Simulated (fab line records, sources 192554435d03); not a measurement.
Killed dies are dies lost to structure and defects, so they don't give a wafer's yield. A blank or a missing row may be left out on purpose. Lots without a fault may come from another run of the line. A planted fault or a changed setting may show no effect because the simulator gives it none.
fab line records | flow n5_finfet
record lots=4 wafers=12 last_day=16
route steps=1938 shown GATE_CUT@465 BEOL_M4@1111 PASSIVATION@1936
lots that met no fault: from a run of the same line without faults
start_h: hours from the record's first day to the start of the lot's first wafer shown | wait_h: hours since the lot's step before | " the same as in the row above | L1.1+2: a row that stands for several wafers | - no value, or no start given | * or withheld: withheld | < > ~ a bound
route shown NAME@n: a module of which the file shows steps, and the number in the route of the first | usual: mean/standard deviation of fault-free wafers | same: alike in all rows | chamber/n: place in a boat | sites: the reading at each site | _std_site: their standard deviation | _edge_site: outer sites' mean less inner sites' | radius_mm: how far each site lies from the wafer's centre | mask NAME#n: copy n | behind: the tool/chamber that last shaped the wafer | hold: why the lot was held/for how many hours/how that ended | device: the transistor (n, p or np) that didn't switch | end of line: the same wafers' tests at the end of the route | a step without rows: its recipe alone | killed: dies lost to structure and defects at the first sort, not the wafer's yield | map: a wafer's dies, x killed, . not, _ none there
set.NAME: the setting as run; set.NAME@STEP: as run at that earlier step | model.NAME: the simulator's own value behind a step, which no gauge read
lots at some steps of the route; a table a step, a row a wafer
services: from which hour (start_h, from the record's first day; less than 0 if before it) a tool's chamber was out of use, for how many hours, and why
## steps
# step N5_GATE_CUT_ETCHBACK_00
# recipe chemistry=SF6/Cl2 target=W pressure_mtorr=8 icp_w=900 bias_w=80 SF6_flow_sccm=40 Cl2_flow_sccm=60
# step N5_GATE_CUT_ETCH_56
# recipe chemistry=Cl2/Ar target=TiN target_depth_a=216 pressure_mtorr=10 icp_w=600 bias_w=60 Cl2_flow_sccm=40 Ar_flow_sccm=60
# step N5_GATE_CUT_ETCHBACK_30
# recipe chemistry=Cl2/Ar target=TiN target_depth_a=30 mode=isotropic pressure_mtorr=10 icp_w=600 bias_w=60 Cl2_flow_sccm=40 Ar_flow_sccm=60
# step N5_GATE_CUT_VAPOR_ETCH_60
# recipe chemistry=BCl3/Cl2 target=HfO2 mode=isotropic
# step N5_GATE_CUT_ETCH_58
# recipe chemistry=CH3F/O2 target=SiNx target_depth_a=170 time_s=128.6 ion_energy_ev=50 pressure_mtorr=30 source_w=415 bias_w=21 Ar_flow_sccm=150 CH3F_flow_sccm=30 O2_flow_sccm=20
# step N5_GATE_CUT_STRIP_59
# recipe chemistry=N2/H2 time_s=20 power_w=100 temp_c=40 pressure_mtorr=100 rf_frequency_hz=6e+07 bias_power_w=3 n2_flow_sccm=300 h2_flow_sccm=300
# step N5_GATE_CUT_PRECLEAN_31
# recipe temp_c=23 chemistry=DIW time_s=300
# step N5_GATE_CUT_SRD_32
# recipe time_s=30 temp_c=23 rinse_liquid=diw dry=ipa_marangoni
# step N5_GATE_CUT_SAC_CAP_01
# recipe material=SiNx target_thk_a=240 temp_c=400 ald_precursor_family=SiH2I2 ald_co_reactant=N2/H2-plasma pulse_time_s=1 ald_cycles=480 purge_time_s=2 co_reactant_purge_time_s=2 pressure_torr=2
# step N5_GATE_CUT_PECVD_57
# recipe material=SiNx target_thk_a=210 temp_c=400 precursor=SiH4/NH3/N2 pressure_torr=1.5 rf_w=300
# step N5_GATE_CUT_CMP_02
# recipe stop_on=SiO2 t_overpolish_s=12.7 post_cmp_clean=alkaline_brush down_force_psi=2.5 platen_rpm=51.8 pad_velocity_m_s=1.0307 target_thk_nm=0
# step N5_GATE_CUT_HM_DEP_46
# recipe material=SiO2 target_thk_a=1300 temp_c=400 precursor=TEOS/O2 pressure_torr=6.5 rf_w=900 teos_flow_sccm=161.4 gas=O2 flow_sccm=2650 time_s=26.6
# usual heater_power_w=551/110 showerhead_plenum_p_Torr=8.34/0.032 throttle_valve_pct=18.8/0.68
# columns lot.wafer tool chamber start_h wait_h heater_power_w showerhead_plenum_p_Torr throttle_valve_pct model.SiO2_of_GATE_CUT_HM_DEP_46.thk_nm
L696.1 pecvd-04 0 84.46 0.0 572 8.37 19.5 127
L696.4 " 0 " " 571 8.36 19.4 130.2
L696.5 " 0 " " 598 8.34 19.3 129.2
L700.1 pecvd-04 1 106.55 0.0 507 8.30 18.9 147.2
L700.4 " 0 " " 548 8.35 19.1 129
L700.5 " 2 " " 482 8.41 18.3 147.6
L702.2 pecvd-04 0 121.18 0.0 624 8.36 19.4 145.2
L702.3 " 2 " " 454 8.40 18.4 127.8
L702.6 " 0 " " 616 8.32 19.2 127.8
L713.1 pecvd-02 1 188.33 0.0 761 8.39 19.4 129.8
L713.2 " 0 " " 387 8.32 20.2 128
L713.4 " 0 " " 417 8.34 19.8 131
# step N5_GATE_CUT_COAT_34
# recipe resist=SOC temp_c=250 time_s=60 spin_rpm=1500 resist_thk_nm=60
# step N5_GATE_CUT_COAT_35
# recipe resist=SiARC temp_c=220 time_s=60 spin_rpm=1500 resist_thk_nm=10
# step N5_GATE_CUT_COAT_27
# recipe resist=underlayer temp_c=205 time_s=60 spin_rpm=1500 resist_thk_nm=10
# step N5_GATE_CUT_COAT_07
# recipe resist=CAR-EUV spin_rpm=1500 resist_thk_nm=30
# step N5_GATE_CUT_EBR_09
# recipe solvent=PGMEA ebr_width_mm=1.5
# step N5_GATE_CUT_SOFTBAKE_08
# recipe temp_c=110 time_s=60 resist=CAR-EUV
# step N5_GATE_CUT_EXPOSE_10
# recipe mask_id=GATE_CUT na=0.33 source_shape=annular sigma_inner=0.35 sigma_outer=0.8 polarization=unpolarized target_cd_nm=20 dose_mj=43.25
# step N5_GATE_CUT_PEB_11
# recipe peb_temp_c=100 peb_time_s=60 resist=CAR-EUV
# step N5_GATE_CUT_DEVELOP_12
# recipe develop_time_s=30 developer=TMAH resist=CAR-EUV rinse_liquid=surfactant_rinse dry=air_spin dev_temp_c=23
# step N5_GATE_CUT_DESCUM_18
# recipe chemistry=O2 time_s=7 source_power_w=50 bias_power_w=20 pressure_mtorr=20 rf_frequency_hz=2.712e+07 temp_c=40 resist=CAR-EUV o2_flow_sccm=225
# step N5_GATE_CUT_ETCH_28
# recipe chemistry=N2/H2 target=underlayer target_depth_a=130 mask_material=CAR-EUV time_s=10.4 ion_energy_ev=200 pressure_mtorr=30 source_w=840 bias_w=150 n2_flow_sccm=200 h2_flow_sccm=200 ends=cleared
# step N5_GATE_CUT_ETCH_36
# recipe chemistry=CF4 target=SiARC target_depth_a=130 mask_material=CAR-EUV time_s=21.7 ion_energy_ev=80 pressure_mtorr=40 source_w=545 bias_w=36 Ar_flow_sccm=100 cf4_flow_sccm=100 ends=cleared
# step N5_GATE_CUT_ETCH_37
# recipe chemistry=N2/H2 target=SOC target_depth_a=600 overetch_a=120 mask_material=SiARC temp_c=40 time_s=90 ion_energy_ev=200 pressure_mtorr=30 source_w=840 bias_w=150 n2_flow_sccm=200 h2_flow_sccm=200
# step N5_GATE_CUT_STRIP_38
# recipe chemistry=N2/H2 temp_c=40 n2_flow_sccm=200 h2_flow_sccm=200 rf_frequency_hz=6e+07
# step N5_GATE_CUT_STRIP_39
# recipe chemistry=N2/H2 temp_c=40 n2_flow_sccm=200 h2_flow_sccm=200 rf_frequency_hz=6e+07
# step N5_GATE_CUT_HM_OPEN_40
# recipe chemistry=C4F6/O2 target=SiO2 mask_material=SiARC target_depth_a=1390 time_s=85.1 ion_energy_ev=250 pressure_mtorr=30 source_w=345 bias_w=185 Ar_flow_sccm=300 C4F6_flow_sccm=10 O2_flow_sccm=10 ends=cleared
# usual bias_w=185.0/0.56 drypump_motor_current_A=5.6/0.56 etch_rf_on_time_s=93.6/2 oes_product_au=0.70/0.072 rf_vpp_V=663/16 showerhead_plenum_p_Torr=2.86/0.076 throttle_valve_pct=20.94/0.23
# columns lot.wafer tool chamber start_h wait_h bias_w drypump_motor_current_A etch_rf_on_time_s oes_product_au rf_hours_counter_h rf_vpp_V showerhead_plenum_p_Torr throttle_valve_pct model.etch.depth_nm model.SOC_of_GATE_CUT_COAT_34.thk_nm
L696.1 rie_diel-03 2 85.22 0.0 185.3 6.6 91.8 0.63 209 669 2.83 21.16 127 33.2
L696.4 " 0 " " 183.9 6.5 94.3 0.62 - 688 2.92 20.74 130.3 32.8
L696.5 " 3 " " 184.4 5.4 92.8 0.65 - 655 2.94 21.04 129.3 33
L700.1 rie_diel-01 0 107.17 0.0 184.8 5.2 104.1 0.71 131 653 2.86 21.25 147.2 28.8
L700.4 " 3 " " 184.8 5.9 94.9 0.68 167 653 2.73 21.00 128.9 32.6
L700.5 " 1 " " 184.9 4.9 106.9 0.64 - 658 2.94 20.83 147.7 29.4
L702.2 rie_diel-01 1 121.80 0.0 184.9 4.9 106.0 0.65 178 658 2.93 20.82 145.3 30
L702.3 " 3 " " 184.6 5.9 94.3 0.67 171 653 2.73 20.99 127.7 33.4
L702.6 " 3 " " 186.1 5.9 94.9 0.67 - 653 2.73 21.00 127.8 33.2
L713.1 rie_diel-01 3 189.00 0.0 185.9 5.9 98.7 0.65 192 654 2.72 21.03 129.8 33.2
L713.2 " 2 " " 185.2 6.0 90.3 0.72 91 652 2.90 21.08 128.1 33.6
L713.4 " 1 " " 185.0 4.9 95.7 0.63 200 657 2.92 20.85 131 33.4
# step N5_GATE_CUT_STRIP_41
# recipe chemistry=CF4 resist=SiARC power_w=300 bias_power_w=75 pressure_mtorr=50 cf4_flow_sccm=150 rf_frequency_hz=6e+07
# step N5_GATE_CUT_STRIP_42
# recipe chemistry=O2 power_w=400 temp_c=40 pressure_mtorr=30 rf_frequency_hz=6e+07 bias_power_w=0 overash_fraction=0.3 o2_flow_sccm=225
# step N5_GATE_CUT_ETCH_19
# recipe chemistry=CH3F/O2 target=SiNx mask_material=SiO2 target_depth_a=537 time_s=76.7 pressure_mtorr=30 source_w=395 bias_w=73 Ar_flow_sccm=150 CH3F_flow_sccm=30 O2_flow_sccm=20 ion_energy_ev=120 ends=cleared
# step N5_GATE_CUT_CUT_ETCH_53
# recipe chemistry=SF6/Cl2 target=W mask_material=SiO2 target_depth_a=792 pressure_mtorr=8 icp_w=900 bias_w=80 SF6_flow_sccm=40 Cl2_flow_sccm=60 ends=cleared
# step N5_GATE_CUT_CUT_ETCH_54
# recipe chemistry=Cl2/BCl3 target=TiN mask_material=SiO2 target_depth_a=967 pressure_mtorr=10 icp_w=1000 bias_w=126 Cl2_flow_sccm=53.25 bcl3_flow_sccm=21.75 Ar_flow_sccm=25 ends=cleared
# step N5_GATE_CUT_CUT_ETCH_55
# recipe chemistry=BCl3 target=HfO2 mask_material=SiO2 target_depth_a=32 ion_energy_ev=30 pressure_mtorr=5 icp_w=450 bias_w=18 bcl3_flow_sccm=80
# step N5_GATE_CUT_ETCH_47
# recipe chemistry=Cl2/BCl3 target=SiO2 target_depth_a=100 pressure_mtorr=10 icp_w=1000 bias_w=126 Cl2_flow_sccm=53.25 bcl3_flow_sccm=21.75 Ar_flow_sccm=25
# step N5_GATE_CUT_VAPOR_ETCH_48
# recipe chemistry=BCl3/Cl2 target=TiN mode=isotropic
# step N5_GATE_CUT_VAPOR_ETCH_49
# recipe chemistry=BCl3/Cl2 target=TiAlC mode=isotropic
# step N5_GATE_CUT_VAPOR_ETCH_51
# recipe chemistry=BCl3/Cl2 target=HfO2 mode=isotropic
# step N5_GATE_CUT_THK_MEAS_24
# recipe reads=SiO2_of_GATE_CUT_HM_DEP_46+SiO2_flowable_of_ILD0_FCVD_FILL_01
# usual GC_FILL_THK=219.8/1.9
# columns lot.wafer tool chamber start_h wait_h GC_FILL_THK[nm]
L696.1 film_metro-02 - 89.32 - 216.4
L696.4 " - " " 221.3
L696.5 " - " " 218.0
L700.1 film_metro-02 - 109.63 - 237.1
L700.4 " - " " 220.6
L700.5 " - " " 236.5
L702.2 film_metro-01 - 124.26 - 236.1
L702.3 " - " " 219.2
L702.6 " - " " 218.2
L713.1 film_metro-01 - 193.39 - 218.6
L713.2 " - " " 216.6
L713.4 " - " " 220.2
# step N5_GATE_CUT_CMP_43
# recipe material=SiO2 post_cmp_clean=rinse_only
# usual motor_current_A=12.0/0.86 pad_life_wafers=770/540
# columns lot.wafer tool chamber start_h wait_h motor_current_A pad_life_wafers model.SiO2_of_GATE_CUT_HM_DEP_46.thk_nm
L696.1 cmp-04 0 89.51 0.2 11.3 254 4.8
L696.4 " 1 " " 12.4 255 5
L696.5 " 3 " " 12.3 - 5
L700.1 cmp-04 0 109.66 0.0 11.0 438 5.8
L700.4 " 1 " " 11.5 439 5
L700.5 " 1 " " 12.5 - 5.8
L702.3 cmp-04 1 124.37 0.1 11.1 553 4.8
L702.2 " 2 " " 12.7 554 5.8
L702.6 " 0 " " 11.5 - 4.8
L713.4 cmp-02 0 193.50 0.1 12.3 193 5
L713.1 " 1 " " 10.3 194 5
L713.2 " 2 " " 11.2 195 5
# step N5_BEOL_M4_RC_MEAS_101
# usual DIBL_N=36.2/1.6 DIBL_P=36.5/1.9 IOFF_N=0.158/0.027 IOFF_P=0.21/0.038 ION_N=675/12 ION_P=464/8.9 SS_N=71.5/0.61 SS_P=73.4/0.59 VT_N=250.4/3 VT_P=-250/3.6
# columns lot.wafer tool chamber start_h wait_h DIBL_N[mV/V] DIBL_P[mV/V] IOFF_N[nA/um] IOFF_P[nA/um] ION_N[uA/um] ION_P[uA/um] SS_N[mV/dec] SS_P[mV/dec] VT_N[mV] VT_P[mV]
L696.1 prober-02 0 167.19 0.0 36.5 37.6 0.160 0.24 673 467 72.0 73.2 250.8 -250
L696.4 " 0 " " 36.1 37.2 0.158 0.22 674 460 70.8 73.3 249.6 -251
L696.5 " 0 " " 35.6 36.8 0.149 0.21 672 464 71.8 72.6 252.1 -249
L700.1 prober-02 0 185.89 0.0 33.6 32.2 0.115 0.14 648 443 71.4 72.3 255.8 -256
L700.4 " 0 " " 34.8 34.9 0.135 0.18 660 455 71.9 72.5 251.2 -254
L700.5 " 0 " " 33.9 33.5 0.119 0.16 656 445 71.4 72.9 254.5 -256
L702.2 prober-01 0 202.64 0.2 37.3 36.5 0.153 0.19 673 460 71.3 74.0 252.8 -253
L702.3 " 0 " " 37.8 37.0 0.168 0.20 680 460 71.9 74.1 250.7 -252
L702.6 " 0 " " 35.9 34.8 0.128 0.16 661 454 70.8 73.1 255.9 -253
L713.1 prober-01 0 279.61 0.0 36.4 37.3 0.157 0.20 678 461 72.5 73.5 250.1 -253
L713.2 " 0 " " 33.2 34.9 0.121 0.18 669 465 70.8 72.5 253.1 -253
L713.4 " 0 " " 35.4 35.7 0.145 0.20 665 453 71.5 73.4 251.5 -254
# step N5_PASSIVATION_PROBE_49
# usual defect_limited_yield=91.3/1.7 killed_at_M0_to_M3=33/11 killed_at_M4_up=14/5.5 killed_at_contacts=13/6.5 killed_at_front_end=39/13 killed_at_other=3.4/2.9 killed_dies=103/20 killed_open=69/15 killed_short=32/8.1 sort_bin_5_function=5.1/1.1 sort_bin_6_memory=3.3/0.74 sort_n_pass=1077/20 sort_yield_pct=91.3/1.7
# same gross_dies=1180 killed_at_back_side=0 sort_bin_4_leakage[%]=0 sort_bin_8_speed[%]=0
# columns lot.wafer tool chamber start_h wait_h defect_limited_yield[%] killed_at_M0_to_M3 killed_at_M4_up killed_at_contacts killed_at_front_end killed_at_other killed_dies killed_open killed_short sort_bin_5_function[%] sort_bin_6_memory[%] sort_n_pass sort_yield_pct[%]
L696.1 prober-01 - 282.52 0.0 90.8 20 8 21 58 1 108 81 27 5.3 3.8 1072 90.8
L696.4 prober-01 - 282.67 0.2 93.2 18 15 10 36 1 80 58 22 3.8 3.0 1100 93.2
L696.5 prober-01 - 282.72 0.2 91.1 24 16 8 52 5 105 71 33 5.5 3.2 1075 91.1
L700.1 prober-01 - 305.11 0.0 88.9 52 26 14 36 3 131 98 33 6.5 3.9 1049 88.9
L700.4 prober-01 - 305.26 0.2 92.8 22 16 9 35 3 85 62 23 4.1 3.0 1095 92.8
L700.5 prober-01 - 305.31 0.2 91.9 36 15 9 29 7 96 59 37 3.8 3.7 1084 91.9
L702.2 prober-02 - 314.58 0.1 92.8 37 12 6 29 1 85 51 33 4.7 2.5 1095 92.8
L702.3 prober-02 - 314.63 0.1 93.6 19 24 4 27 1 75 49 25 4.2 2.0 1105 93.6
L702.6 prober-02 - 314.78 0.3 94.2 25 6 7 29 1 68 43 23 2.5 3.0 1112 94.2
L713.1 prober-01 - 390.75 0.0 93.7 13 12 6 38 5 74 39 34 3.5 2.4 1106 93.7
L713.2 prober-01 - 390.80 0.1 89.7 20 17 21 58 5 121 73 45 5.9 3.8 1059 89.7
L713.4 prober-01 - 390.90 0.2 92.3 30 19 4 34 4 91 60 23 4.2 3.1 1089 92.3
# killed by level:class
L696.1 STI_FIN_REVEAL:geometric_particle:open=25 MOL_CONTACT_COAG:geometric_particle:open=16 STI_FIN_REVEAL:geometric_particle:short=5 MOL_CONTACT_COAG:geometric_particle:short=5 FIN_SAQP:geometric_particle:open=4 BEOL_M2:geometric_particle:open=4 STARTING-WAFER:geometric_particle:open=4 FIN_SAQP:geometric_particle:short=3
L696.4 STI_FIN_REVEAL:geometric_particle:open=13 FIN_SAQP:geometric_particle:open=8 MOL_CONTACT_COAG:geometric_particle:open=8 BEOL_M0_SAQP:geometric_particle:short=5 BEOL_M0_SAQP:geometric_particle:open=4 BEOL_M1:geometric_particle:open=4 BEOL_M4:geometric_particle:open=4 FIN_SAQP:geometric_particle:short=3
L696.5 STI_FIN_REVEAL:geometric_particle:open=11 BEOL_M4:geometric_particle:open=11 FIN_SAQP:geometric_particle:open=10 MOL_CONTACT_COAG:geometric_particle:open=7 STI_FIN_REVEAL:geometric_particle:short=6 FIN_SAQP:geometric_particle:short=5 DUMMY_GATE:geometric_particle:open=5 BEOL_M0_SAQP:geometric_particle:short=5
L700.1 BEOL_M4:geometric_particle:open=15 BEOL_M0_SAQP:geometric_particle:open=14 BEOL_M3:geometric_particle:open=14 MOL_CONTACT_COAG:geometric_particle:open=11 FIN_SAQP:geometric_particle:short=8 FIN_SAQP:geometric_particle:open=7 STI_FIN_REVEAL:geometric_particle:open=6 BEOL_M0_SAQP:geometric_particle:short=6
L700.4 FIN_SAQP:geometric_particle:short=9 MOL_CONTACT_COAG:geometric_particle:open=9 FIN_SAQP:geometric_particle:open=8 BEOL_M4:geometric_particle:open=8 DUMMY_GATE:geometric_particle:open=6 BEOL_M3:geometric_particle:open=6 BEOL_M1:geometric_particle:open=6 GATE_CUT:geometric_particle:short=5
L700.5 FIN_SAQP:geometric_particle:short=12 BEOL_M3:geometric_particle:open=10 BEOL_M4:geometric_particle:open=8 MOL_CONTACT_COAG:geometric_particle:open=6 FIN_SAQP:geometric_particle:open=5 BEOL_M1:geometric_particle:open=5 BEOL_M0_SAQP:geometric_particle:open=4 BEOL_M0_SAQP:geometric_particle:short=4
L702.2 BEOL_M1:geometric_particle:open=7 BEOL_M1:geometric_particle:short=6 BEOL_M2:geometric_particle:open=6 FIN_SAQP:geometric_particle:open=5 STI_FIN_REVEAL:geometric_particle:open=5 BEOL_M3:geometric_particle:short=5 BEOL_M2:geometric_particle:short=4 BEOL_M3:geometric_particle:open=4
L702.3 BEOL_M4:geometric_particle:open=8 FIN_SAQP:geometric_particle:open=5 MOL_CONTACT_COAG:geometric_particle:open=4 GATE_CUT:geometric_particle:open=4 GATE_CUT:geometric_particle:short=4 BEOL_M3:geometric_particle:open=4 BEOL_M1:geometric_particle:short=4 STARTING-WAFER:geometric_particle:short=4
L702.6 GATE_CUT:geometric_particle:short=9 MOL_CONTACT_COAG:geometric_particle:open=6 BEOL_M3:geometric_particle:open=6 DUMMY_GATE:geometric_particle:open=5 STI_FIN_REVEAL:geometric_particle:open=4 BEOL_M0_SAQP:geometric_particle:short=4 BEOL_M1:geometric_particle:open=4 BEOL_M2:geometric_particle:open=4
L713.1 FIN_SAQP:geometric_particle:short=10 STI_FIN_REVEAL:geometric_particle:open=7 BEOL_M0_SAQP:geometric_particle:open=5 ILD0:geometric_particle:short=4 FIN_CUT:geometric_particle:short=4 BEOL_M4:geometric_particle:open=4 MOL_CONTACT_COAG:geometric_particle:open=4 BEOL_M4:geometric_particle:short=3
L713.2 MOL_CONTACT_COAG:geometric_particle:open=16 STI_FIN_REVEAL:geometric_particle:open=14 FIN_SAQP:geometric_particle:short=10 FIN_SAQP:geometric_particle:open=7 GATE_CUT:geometric_particle:short=7 BEOL_M2:geometric_particle:open=5 BEOL_M4:geometric_particle:open=4 MOL_CONTACT_COAG:geometric_particle:short=4
L713.4 DUMMY_GATE:geometric_particle:open=10 BEOL_M4:geometric_particle:open=7 BEOL_M1:geometric_particle:open=7 BEOL_M3:geometric_particle:open=7 FIN_SAQP:geometric_particle:open=5 GATE_CUT:geometric_particle:short=5 BEOL_M0:geometric_particle:open=5 BEOL_M14:coat_microbubble_printed=5
## services
# columns tool chamber start_h hours kind
rie_diel-03 1 77.68 - clean
rie_diel-03 1 77.68 - consumable_replace:focus_ring
rie_diel-03 1 77.68 28.1 scheduled_down
rie_diel-03 1 77.68 28.1 vent_cycle
pecvd-04 2 84.00 2.1 scheduled_down
rie_diel-03 - 116.21 0.6 repair
rie_diel-03 - 123.78 2.8 pm
pecvd-04 - 131.68 1.8 repair
pecvd-04 0 135.29 2.1 scheduled_down
pecvd-04 1 140.31 36.2 repair
pecvd-04 - 141.20 28.1 pm
cmp-02 - 157.47 4.0 pm
cmp-04 - 160.14 5.4 pm
cmp-02 - 161.47 - consumable_replace:conditioner
cmp-02 - 161.47 - consumable_replace:pad
cmp-02 - 167.32 0.3 repair
rie_diel-03 0 178.59 - clean
rie_diel-03 0 178.59 - consumable_replace:focus_ring
rie_diel-03 0 178.59 26.3 scheduled_down
rie_diel-03 0 178.59 26.3 vent_cycle
pecvd-04 - 179.66 0.3 repair
cmp-02 - 182.42 8.2 pm
pecvd-04 - 187.21 3.8 repair
## key
first_sign step=N5_GATE_CUT_HM_OPEN_40 reading=etch_rf_on_time_s direction=up sigmas=6.1 usual=* struck=*
effect step=N5_GATE_CUT_THK_MEAS_24 reading=GC_FILL_THK direction=up sigmas=9.1 usual=219.8 struck=236.6
model_effect step=N5_GATE_CUT_HM_DEP_46 value=SiO2_of_GATE_CUT_HM_DEP_46.thk_nm without=128.1 struck=146.7
model_effect step=N5_GATE_CUT_HM_OPEN_40 value=etch.depth_nm without=128.1 struck=146.7
model_effect step=N5_GATE_CUT_CMP_43 value=SiO2_of_GATE_CUT_HM_DEP_46.thk_nm without=4.933 struck=5.8
met_at N5_GATE_CUT_HM_DEP_46
struck_wafers L700.1,L700.5,L702.2
onset_between 84.46 106.55
fault kind=process_parameter_drift tool=pecvd-04 chamber=- onset_h=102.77 steps=N5_GATE_CUT_HM_DEP_46 channel=time_s offset=* shape=step end_h=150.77 scope=struck_wafers_only acts_in=* stated=*
